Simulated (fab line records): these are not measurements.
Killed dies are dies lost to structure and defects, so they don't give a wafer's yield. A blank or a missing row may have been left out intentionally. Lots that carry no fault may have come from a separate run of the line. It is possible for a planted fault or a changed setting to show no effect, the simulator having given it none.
Split-lot experiment :: flow n5_finfet :: route with 1938 steps; 7 lots, 21 wafers read

THE SPLIT ITSELF
At N5_BEOL_M9_TRENCH_ETCH_37 (etches SiCOH lowk in C4F6/O2, target depth 151.43 nm, time 49 s), the setting time_s was moved away from the recipe's 49 s on 8 of the 21 wafers read, by -20.7% to +14.5%. The other wafers ran this setting at the recipe's value.

FROM THE SPLIT TO THE READING: what the file shows between them, 11 steps
- N5_BEOL_M9_ETCH_41: etches SiCN in CH3F/O2, target depth 36.6 nm, time 70.1 s
- N5_BEOL_M9_STRIP_80: strips in N2/H2, time 10 s
- N5_BEOL_M9_OCD_MEAS_38
- N5_BEOL_M9_HM_STRIP_39: strips TiN in peroxide tin strip, target depth 25 nm, time 158 s
- N5_BEOL_M9_SRD_40: time 30 s
- N5_BEOL_M9_ECD_50: material Cu, target thk 318 nm
- N5_BEOL_M9_ANNEAL_51: time 90 s
- N5_BEOL_M9_CMP_52: polishes, stops on SiCOH lowk, t overpolish 7 s, target thk 140 nm
- N5_BEOL_M9_THK_MEAS_53: measures by xrf
- N5_BEOL_M9_PRE_CLEAN_55: time 15 s
- N5_BEOL_M9_DEP_56: deposits SiCN from 3MS/NH3, target thk 15 nm, time 26.5 s

THE READING
Measured at N5_BEOL_M9_RS_MEAS_57 by four-point probe: M9_RS, in ohm/sq. Typical for fault-free wafers on this fab line: 0.153 ohm/sq, with standard deviation 0.0034 ohm/sq.

wafer: L077.3
tool, chamber at the split: rie_diel-03, 2
time_s as run, s: 49
against the recipe: recipe
M9_RS, ohm/sq: 0.153
against lot-mates on the recipe: -

wafer: L077.5
tool, chamber at the split: rie_diel-03, 0
time_s as run, s: 49
against the recipe: recipe
M9_RS, ohm/sq: 0.157
against lot-mates on the recipe: -

wafer: L077.6
tool, chamber at the split: rie_diel-03, 2
time_s as run, s: 49
against the recipe: recipe
M9_RS, ohm/sq: 0.153
against lot-mates on the recipe: -

wafer: L078.1
tool, chamber at the split: rie_diel-06, 0
time_s as run, s: 38.88
against the recipe: -20.7%
M9_RS, ohm/sq: 0.200
against lot-mates on the recipe: +0.044

wafer: L078.2
tool, chamber at the split: rie_diel-06, 2
time_s as run, s: 49
against the recipe: recipe
M9_RS, ohm/sq: 0.156
against lot-mates on the recipe: -

wafer: L078.3
tool, chamber at the split: rie_diel-06, 3
time_s as run, s: 38.88
against the recipe: -20.7%
M9_RS, ohm/sq: 0.198
against lot-mates on the recipe: +0.042

wafer: L083.4
tool, chamber at the split: rie_diel-03, 0
time_s as run, s: 45.31
against the recipe: -7.5%
M9_RS, ohm/sq: 0.170
against lot-mates on the recipe: no lot-mate on the recipe

wafer: L083.5
tool, chamber at the split: rie_diel-03, 3
time_s as run, s: 45.31
against the recipe: -7.5%
M9_RS, ohm/sq: 0.169
against lot-mates on the recipe: no lot-mate on the recipe

wafer: L083.6
tool, chamber at the split: rie_diel-03, 0
time_s as run, s: 45.31
against the recipe: -7.5%
M9_RS, ohm/sq: 0.170
against lot-mates on the recipe: no lot-mate on the recipe

wafer: L088.2
tool, chamber at the split: rie_diel-06, 0
time_s as run, s: 43.49
against the recipe: -11.2%
M9_RS, ohm/sq: 0.178
against lot-mates on the recipe: +0.023

wafer: L088.3
tool, chamber at the split: rie_diel-06, 1
time_s as run, s: 49
against the recipe: recipe
M9_RS, ohm/sq: 0.152
against lot-mates on the recipe: -

wafer: L088.5
tool, chamber at the split: rie_diel-06, 2
time_s as run, s: 49
against the recipe: recipe
M9_RS, ohm/sq: 0.157
against lot-mates on the recipe: -

wafer: L087.1
tool, chamber at the split: rie_diel-03, 0
time_s as run, s: 49
against the recipe: recipe
M9_RS, ohm/sq: 0.153
against lot-mates on the recipe: -

wafer: L087.4
tool, chamber at the split: rie_diel-03, 1
time_s as run, s: 53.59
against the recipe: +9.4%
M9_RS, ohm/sq: 0.142
against lot-mates on the recipe: -0.011

wafer: L087.6
tool, chamber at the split: rie_diel-03, 3
time_s as run, s: 49
against the recipe: recipe
M9_RS, ohm/sq: 0.153
against lot-mates on the recipe: -

wafer: L086.1
tool, chamber at the split: rie_diel-05, 0
time_s as run, s: 49
against the recipe: recipe
M9_RS, ohm/sq: 0.152
against lot-mates on the recipe: -

wafer: L086.4
tool, chamber at the split: rie_diel-05, 1
time_s as run, s: 49
against the recipe: recipe
M9_RS, ohm/sq: 0.147
against lot-mates on the recipe: -

wafer: L086.5
tool, chamber at the split: rie_diel-05, 3
time_s as run, s: 49
against the recipe: recipe
M9_RS, ohm/sq: 0.151
against lot-mates on the recipe: -

wafer: L092.2
tool, chamber at the split: rie_diel-03, 0
time_s as run, s: 49
against the recipe: recipe
M9_RS, ohm/sq: 0.154
against lot-mates on the recipe: -

wafer: L092.3
tool, chamber at the split: rie_diel-03, 2
time_s as run, s: 49
against the recipe: recipe
M9_RS, ohm/sq: 0.151
against lot-mates on the recipe: -

wafer: L092.5
tool, chamber at the split: rie_diel-03, 0
time_s as run, s: 56.11
against the recipe: +14.5%
M9_RS, ohm/sq: 0.130
against lot-mates on the recipe: -0.022

THE FIT
A straight line over all 21 wafers: M9_RS changes by -0.00202 ohm/sq for each +1% of time_s; r = -0.98; the points scatter about the line by 0.0032 ohm/sq.
The same after taking each lot's own level away (the mean of its wafers on the recipe; 18 wafers): -0.00191 ohm/sq for each +1%; r = -0.99; scatter 0.0028 ohm/sq.
Per that fit: largest time_s move, reading shift of 0.039 ohm/sq.
Across the lots, their own levels run from 0.1500 to 0.1560 ohm/sq, a range of 1.8 times the standard deviation given above.
Consequently the slope shifts little with the lot-to-lot level, the two slopes agreeing.
Check: +0.0387 ohm/sq against its lot-mates is what the line predicts for one of the wafers moved furthest among these (-20.7%) when that wafer is left out of the fit. Against them it came out at +0.044 ohm/sq.

ADDITIONAL SPLITS CARRIED BY THESE WAFERS
Note: prior to the reading, these wafers also went through further splits. Each is held against what the fit with the lots' levels taken away leaves over:
other split on the same wafers: N5_BEOL_M9_COAT_60 spin_rpm
wafers away from the commonest value: 8
r with M9_RS (lot level and that fit taken away): +0.34

THE WHOLE CHAIN: every reading that the file lists as answering this split, in the file's order
step: N5_BEOL_M9_TRENCH_ETCH_37
what it does: etches SiCOH lowk in C4F6/O2, target depth 151.43 nm, time 49 s
reading: etch.depth_nm (the simulator's own value, which no gauge read)
change (the file's fit): +1.32 nm for each +1% of the setting
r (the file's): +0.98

step: N5_BEOL_M9_TRENCH_ETCH_37
what it does: etches SiCOH lowk in C4F6/O2, target depth 151.43 nm, time 49 s
reading: BEOL_M9.feature_depth_nm (the simulator's own value, which no gauge read)
change (the file's fit): +1.32 nm for each +1% of the setting
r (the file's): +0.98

step: N5_BEOL_M9_OCD_MEAS_38
what it does: 
reading: trench_depth_nm
change (the file's fit): +1.33 nm for each +1% of the setting
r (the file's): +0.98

step: N5_BEOL_M9_CMP_52
what it does: polishes, stops on SiCOH lowk, t overpolish 7 s, target thk 140 nm
reading: Cu_of_BEOL_M9_ECD_50.thk_nm (the simulator's own value, which no gauge read)
change (the file's fit): +1.34 nm for each +1% of the setting
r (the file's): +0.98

step: N5_BEOL_M9_THK_MEAS_53
what it does: measures by xrf
reading: M9_THK
change (the file's fit): +1.32 for each +1% of the setting
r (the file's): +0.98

step: N5_BEOL_M9_RS_MEAS_57
what it does: measures by four-point-probe
reading: M9_RS
change (the file's fit): -0.00187 for each +1% of the setting
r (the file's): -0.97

THE FILE'S OWN FIT
M9_RS changes by -0.00187 ohm/sq for each +1% of time_s, r = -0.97.
